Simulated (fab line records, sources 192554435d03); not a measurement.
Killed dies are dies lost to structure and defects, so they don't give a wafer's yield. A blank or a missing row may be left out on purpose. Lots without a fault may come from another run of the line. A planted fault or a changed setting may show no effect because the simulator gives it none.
fab line records | flow n5_finfet
record lots=4 wafers=12 last_day=20
route steps=1938 shown BEOL_M14@1761 BEOL_M15@1773
lots that met no fault: from a run of the same line without faults
start_h: hours from the record's first day to the start of the lot's first wafer shown | wait_h: hours since the lot's step before | " the same as in the row above | L1.1+2: a row that stands for several wafers | - no value, or no start given | * or withheld: withheld | < > ~ a bound
route shown NAME@n: a module of which the file shows steps, and the number in the route of the first | usual: mean/standard deviation of fault-free wafers | same: alike in all rows | chamber/n: place in a boat | sites: the reading at each site | _std_site: their standard deviation | _edge_site: outer sites' mean less inner sites' | radius_mm: how far each site lies from the wafer's centre | mask NAME#n: copy n | behind: the tool/chamber that last shaped the wafer | hold: why the lot was held/for how many hours/how that ended | device: the transistor (n, p or np) that didn't switch | end of line: the same wafers' tests at the end of the route | a step without rows: its recipe alone | killed: dies lost to structure and defects at the first sort, not the wafer's yield | map: a wafer's dies, x killed, . not, _ none there
set.NAME: the setting as run; set.NAME@STEP: as run at that earlier step | model.NAME: the simulator's own value behind a step, which no gauge read
lots at some steps of the route; a table a step, a row a wafer
services: from which hour (start_h, from the record's first day; less than 0 if before it) a tool's chamber was out of use, for how many hours, and why
## steps
# step N5_BEOL_M14_PRE_CLEAN_42
# recipe gas=H2/He time_s=30 temp_c=300
# step N5_BEOL_M14_SPUTTER_43
# recipe material=TaN target_thk_a=150 temp_c=50 bias_v=168.6 power_w=15000 chamber_pressure_pa=0.12 time_s=24.19
# step N5_BEOL_M14_SPUTTER_44
# recipe material=Ta target_thk_a=150 temp_c=50 bias_v=80 power_w=15000 chamber_pressure_pa=0.07 time_s=24.19
# step N5_BEOL_M14_SPUTTER_45
# recipe material=Cu target_thk_a=1000 temp_c=-20 bias_v=60 power_w=26000 chamber_pressure_pa=0.13 time_s=16.67
# step N5_BEOL_M14_ECD_47
# recipe material=Cu target_thk_a=12480
# step N5_BEOL_M14_ANNEAL_48
# recipe temp_c=225 time_s=90 ambient=N2
# step N5_BEOL_M14_CMP_49
# recipe stop_on=SiO2 t_overpolish_s=5.2 down_force_psi=2 platen_rpm=80 clearing_platen_down_force_psi=2 clearing_platen_rpm=80 post_cmp_clean=cu_alkaline target_thk_nm=560 clearing_platen_pad_velocity_m_s=1.5917 pad_velocity_m_s=1.5917
# step N5_BEOL_M14_PRE_CLEAN_52
# recipe gas=NH3 time_s=15 temp_c=withheld rf_power_w=300
# step N5_BEOL_M14_DEP_53
# recipe material=SiCN target_thk_a=500 temp_c=withheld precursor=3MS/NH3 pressure_torr=3 rf_w=675 time_s=17.8
# step N5_BEOL_M15_ILD_DEP_00
# recipe material=SiO2 target_thk_a=16293 temp_c=400 precursor=TEOS/O2 pressure_torr=6.5 rf_w=900 teos_flow_sccm=161.4 gas=O2 flow_sccm=2650 time_s=346.1
# usual heater_power_outer_w=315/68 heater_power_w=547/94 run_length_s=388.9/0.49 showerhead_plenum_p_Torr=8.35/0.051 throttle_valve_pct=18.5/1
# columns lot.wafer tool chamber start_h wait_h heater_power_outer_w heater_power_w run_length_s showerhead_plenum_p_Torr throttle_valve_pct model.SiO2_of_BEOL_M15_ILD_DEP_00.thk_nm
L628.1 pecvd-02 1 375.07 0.0 360 547 389.1 8.36 18.3 1616
L628.4 " 1 " " 267 422 389.1 8.37 18.5 1656
L628.6 " 2 " " 236 432 388.8 8.31 17.5 1678
L634.2 pecvd-02 1 412.07 0.0 346 520 548.7 8.34 18.4 2359
L634.4 " 0 " " 144 325 387.9 8.41 18.8 1637
L634.6 " 1 " " 272 410 549.0 8.34 18.3 2404
L637.4 pecvd-02 2 436.16 0.1 326 573 388.5 8.31 17.5 1675
L637.5 " 2 " " 242 438 389.3 8.32 17.5 1653
L637.6 " 1 " " 332 514 548.9 8.33 18.3 2415
L638.1 pecvd-03 2 450.14 0.0 340 591 389.4 8.29 17.3 1615
L638.2 " 1 " " 299 545 390.0 8.29 19.4 1622
L638.3 " 0 " " 381 643 389.1 8.36 19.4 1624
# step N5_BEOL_M15_THK_MEAS_01
# recipe reads=SiO2_of_BEOL_M15_ILD_DEP_00
# usual M15_ILD_THK=1633/19
# columns lot.wafer tool chamber start_h wait_h M15_ILD_THK[nm]
L628.1 film_metro-01 - 375.32 0.1 1616
L628.4 " - " " 1658
L628.6 " - " " 1679
L634.2 film_metro-02 - 412.34 0.2 2361
L634.4 " - " " 1636
L634.6 " - " " 2403
L637.4 film_metro-02 - 436.43 0.2 1675
L637.5 " - " " 1653
L637.6 " - " " 2415
L638.1 film_metro-01 - 450.39 0.1 1614
L638.2 " - " " 1622
L638.3 " - " " 1625
# step N5_BEOL_M15_COAT_58
# recipe resist=BARC temp_c=205 time_s=60 spin_rpm=1500 resist_thk_nm=89
# step N5_BEOL_M15_COAT_04
# recipe spin_rpm=1704 resist_thk_nm=800
# step N5_BEOL_M15_EBR_06
# recipe solvent=PGMEA ebr_width_mm=1.5
# step N5_BEOL_M15_SOFTBAKE_05
# recipe temp_c=130 time_s=60
# step N5_BEOL_M15_EXPOSE_07
# recipe mask_id=V14 na=0.8 source_shape=annular sigma_inner=0.5 sigma_outer=0.8 polarization=unpolarized attpsm_phase_deg=180 dose_mj=41.25
# step N5_BEOL_M15_PEB_08
# recipe peb_temp_c=130 peb_time_s=90
# step N5_BEOL_M15_DEVELOP_09
# recipe develop_time_s=45 rinse_liquid=diw dry=air_spin dev_temp_c=21
# step N5_BEOL_M15_HARDBAKE_14
# recipe temp_c=130 time_s=120
# step N5_BEOL_M15_DESCUM_15
# recipe chemistry=O2 time_s=7.9 source_power_w=50 bias_power_w=20 pressure_mtorr=20 rf_frequency_hz=2.712e+07 temp_c=40 o2_flow_sccm=225
# step N5_BEOL_M15_ETCH_59
# recipe chemistry=N2/H2 target=BARC target_depth_a=890 overetch_a=267 time_s=67.9 ion_energy_ev=200 pressure_mtorr=30 source_w=840 bias_w=150 n2_flow_sccm=200 h2_flow_sccm=200
# step N5_BEOL_M15_VIA_ETCH_16
# recipe chemistry=C4F8/O2/Ar target=SiO2 he_inner_torr=15 he_outer_torr=30 target_depth_a=17922 time_s=withheld ion_energy_ev=800 pressure_mtorr=20 source_w=1905 bias_w=2040 Ar_flow_sccm=400 C4F8_flow_sccm=16 O2_flow_sccm=12 ends=cleared
# usual drypump_motor_current_A=5.8/0.44 oes_o_777_au=0.78/0.084 oes_product_au=0.70/0.079 rf_vpp_V=2219/17 showerhead_plenum_p_Torr=3.41/0.11 throttle_valve_pct=30.98/0.21
# columns lot.wafer tool chamber start_h wait_h drypump_motor_current_A oes_o_777_au oes_product_au rf_vpp_V showerhead_plenum_p_Torr throttle_valve_pct model.etch.depth_nm model.coat_of_BEOL_M15_COAT_04.thk_nm
L628.1 rie_diel-02 2 375.93 0.0 6.0 0.80 0.72 2219 3.33 31.02 1616 337
L628.4 " 0 " " 4.8 0.89 0.80 2217 3.48 30.86 1656 321.4
L628.6 " 2 " " 6.1 0.80 0.72 2218 3.33 31.01 1678 319.8
L634.2 rie_diel-02 3 412.94 0.0 5.9 0.70 0.68 2180 3.26 30.96 2359 156.2
L634.4 " 1 " " 5.6 0.71 0.63 2198 3.27 31.14 1637 329
L634.6 " 1 " " 5.6 0.72 0.71 2196 3.27 31.28 2404 148.6
L637.4 rie_diel-05 3 437.16 0.1 6.4 0.72 0.64 2235 3.39 31.27 1675 324.6
L637.5 " 3 " " 6.4 0.71 0.64 2233 3.39 31.28 1653 328.8
L637.6 " 1 " " 5.3 0.79 0.80 2233 3.46 30.93 2415 143.6
L638.1 rie_diel-02 1 450.87 0.0 5.6 0.70 0.63 2198 3.26 31.16 1615 340.6
L638.2 " 3 " " 5.9 0.96 0.87 2218 3.65 30.63 1622 333.2
L638.3 " 2 " " 6.1 0.77 0.69 2218 3.32 31.05 1624 335.6
# step N5_BEOL_M15_STRIP_63
# recipe chemistry=O2 power_w=600 temp_c=60 pressure_mtorr=30 rf_frequency_hz=6e+07 bias_power_w=0 overash_fraction=0.3 o2_flow_sccm=225
# step N5_BEOL_M15_STRIP_64
# recipe chemistry=O2 power_w=600 temp_c=60 pressure_mtorr=30 rf_frequency_hz=6e+07 bias_power_w=0 overash_fraction=0.3 o2_flow_sccm=225
# step N5_BEOL_M15_STRIP_65
# recipe chemistry=post_etch_residue_remover time_s=60 temp_c=25 remover_ph=withheld remover_water_wt_pct=withheld remover_fluoride_wt_pct=withheld
# step N5_BEOL_M15_SRD_66
# recipe time_s=30 temp_c=23 rinse_liquid=diw dry=n2_spin spin_rpm=1500 dry_time_s=30
# step N5_BEOL_M15_CD_MEAS_17
# recipe target_cd_nm=360 polarity=opening
# usual cd_nm=361.4/1.6
# columns lot.wafer tool chamber start_h wait_h cd_nm
L628.1 cd_sem-03 - 376.34 0.0 359.0
L628.4 " - " " 362.2
L628.6 " - " " 362.3
L634.2 cd_sem-03 - 413.35 0.0 366.4
L634.4 " - " " 360.2
L634.6 " - " " 367.5
L637.4 cd_sem-01 - 437.62 0.0 363.1
L637.5 " - " " 362.6
L637.6 " - " " 370.1
L638.1 cd_sem-02 - 451.29 0.0 363.1
L638.2 " - " " 363.1
L638.3 " - " " 364.2
# step N5_BEOL_M15_COAT_56
# recipe resist=SOC temp_c=250 time_s=60 spin_rpm=1500 resist_thk_nm=550
# step N5_BEOL_M15_ETCH_57
# recipe chemistry=N2/H2 target=SOC source_w=3000 bias_w=350 time_s=750 ion_energy_ev=200 pressure_mtorr=30 n2_flow_sccm=200 h2_flow_sccm=200
# step N5_BEOL_M15_COAT_60
# recipe resist=BARC temp_c=205 time_s=60 spin_rpm=1500 resist_thk_nm=89
# step N5_BEOL_M15_COAT_22
# recipe spin_rpm=1704 resist_thk_nm=800
# step N5_BEOL_M15_EBR_24
# recipe solvent=PGMEA ebr_width_mm=1.5
# step N5_BEOL_M15_SOFTBAKE_23
# recipe temp_c=130 time_s=60
# step N5_BEOL_M15_EXPOSE_25
# recipe mask_id=M15 na=0.8 source_shape=annular sigma_inner=0.5 sigma_outer=0.8 polarization=unpolarized target_cd_nm=400 dose_mj=35.5
# step N5_BEOL_M15_PEB_26
# recipe peb_temp_c=130 peb_time_s=90
# step N5_BEOL_M15_DEVELOP_27
# recipe develop_time_s=45 rinse_liquid=diw dry=air_spin dev_temp_c=21
# step N5_BEOL_M15_CMP_49
# recipe stop_on=SiO2 t_overpolish_s=4.9 down_force_psi=2 platen_rpm=80 clearing_platen_down_force_psi=2 clearing_platen_rpm=80 post_cmp_clean=cu_alkaline target_thk_nm=850 clearing_platen_pad_velocity_m_s=1.5917 pad_velocity_m_s=1.5917
# usual clearing_platen_rpm=80.00/0.039 motor_current_A=8.4/1.1
# columns lot.wafer tool chamber start_h wait_h clearing_platen_rpm motor_current_A model.SiO2_of_BEOL_M15_ILD_DEP_00.thk_nm
L628.1 cmp-01 0 382.04 0.3 79.99 7.8 1538
L628.4 " 1 " " 79.98 8.8 1578
L628.6 " 3 " " 79.97 7.2 1601
L634.2 cmp-02 0 420.32 0.2 80.01 7.7 2281
L634.4 " 1 " " 80.05 7.7 1558
L634.6 " 0 " " 80.03 7.8 2324
L637.4 cmp-02 0 444.48 0.2 80.04 7.7 1593
L637.5 " 2 " " 79.97 7.9 1574
L637.6 " 3 " " 80.03 7.8 2335
L638.2 cmp-01 1 454.04 0.2 80.03 8.9 1543
L638.3 " 2 " " 79.98 9.2 1547
L638.1 " 3 " " 79.97 7.2 1535
## services
# columns tool chamber start_h hours kind
cmp-02 - 358.42 7.3 pm
pecvd-03 - 362.37 1.5 repair
rie_diel-02 - 368.45 4.3 pm
cmp-01 - 376.04 0.6 repair
rie_diel-05 3 381.29 7.0 repair
cmp-02 - 385.38 0.5 repair
pecvd-03 2 387.41 5.1 repair
cmp-01 - 389.82 1.8 repair
rie_diel-02 - 412.46 0.3 repair
rie_diel-02 3 414.83 - clean
rie_diel-02 3 414.83 - consumable_replace:focus_ring
rie_diel-02 3 414.83 - consumable_replace:showerhead
rie_diel-02 3 414.83 25.2 scheduled_down
rie_diel-02 3 414.83 25.2 vent_cycle
cmp-01 - 417.31 1.3 repair
cmp-02 - 423.25 2.1 repair
pecvd-02 2 425.19 1.8 repair
pecvd-03 1 428.04 2.1 scheduled_down
rie_diel-05 2 431.49 8.2 repair
rie_diel-05 0 434.83 5.0 repair
pecvd-02 0 434.85 15.5 repair
pecvd-02 - 448.57 1.7 repair
## key
first_sign step=N5_BEOL_M15_ILD_DEP_00 reading=run_length_s direction=up sigmas=99+ usual=* struck=*
effect step=N5_BEOL_M15_THK_MEAS_01 reading=M15_ILD_THK direction=up sigmas=40 usual=1633 struck=2393
effect step=N5_BEOL_M15_CD_MEAS_17 reading=cd_nm direction=up sigmas=4.1 usual=361.4 struck=368.0
model_effect step=N5_BEOL_M15_ILD_DEP_00 value=SiO2_of_BEOL_M15_ILD_DEP_00.thk_nm without=1641 struck=2393
model_effect step=N5_BEOL_M15_VIA_ETCH_16 value=etch.depth_nm without=1641 struck=2393
model_effect step=N5_BEOL_M15_CMP_49 value=SiO2_of_BEOL_M15_ILD_DEP_00.thk_nm without=1561 struck=2313
met_at N5_BEOL_M15_ILD_DEP_00
struck_wafers L634.2,L634.6,L637.6
onset_between 375.07 412.07
fault kind=process_parameter_drift tool=pecvd-02 chamber=1 onset_h=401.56 steps=N5_BEOL_M15_ILD_DEP_00 channel=time_s offset=* shape=step end_h=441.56 acts_in=* stated=*
